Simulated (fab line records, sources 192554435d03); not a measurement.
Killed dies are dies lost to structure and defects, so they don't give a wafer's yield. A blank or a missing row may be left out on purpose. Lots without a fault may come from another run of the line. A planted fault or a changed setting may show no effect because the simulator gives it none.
Chamber matching | flow n5_finfet | N5_DUMMY_GATE_STRIP_41 on rie_diel-02: 4 sister chambers
The step strips in O2. 4 wafers are shown with their chamber, then 7 later ones without.

WAFERS WITH THEIR CHAMBER
wafer  | chamber | showerhead_plenum_p_Torr (Torr)
L077.3 | 3       | 2.05
L081.6 | 2       | 2.07
L082.1 | 1       | 2.13
L082.2 | 0       | 2.18

WAFERS WITHOUT THEIR CHAMBER
wafer  | showerhead_plenum_p_Torr (Torr)
L082.3 | 2.05
L083.2 | 2.07
L083.5 | 2.18
L083.6 | 2.13
L090.1 | 2.13
L090.3 | 2.06
L090.5 | 2.04

WHICH CHAMBER EACH WENT THROUGH
wafer  | from the rows above     | in truth
L082.3 | 3                       | 3
L083.2 | 2                       | 2
L083.5 | 0                       | 0
L083.6 | 1                       | 1
L090.1 | 1                       | 1
L090.3 | can't be placed: 2 or 3 | 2
L090.5 | 3                       | 3
Placed correctly: 6 of 7. Can't be placed from these rows: 1 (the true chamber is among the candidates in 1). Placed wrongly: 0.
How it was worked out, from the rows above alone: a wafer's distance from a chamber is the root of the sum, over the readings, of the square of ((its reading less the chamber's mean) divided by the reading's scatter). The wafer belongs to the nearest chamber; if the next one is less than 2 further off, it can't be placed. A chamber's mean is the mean of its shown wafers. The scatter: with one shown wafer a chamber, the root of the mean of the squares of how far each hidden wafer lies from its nearest shown one.
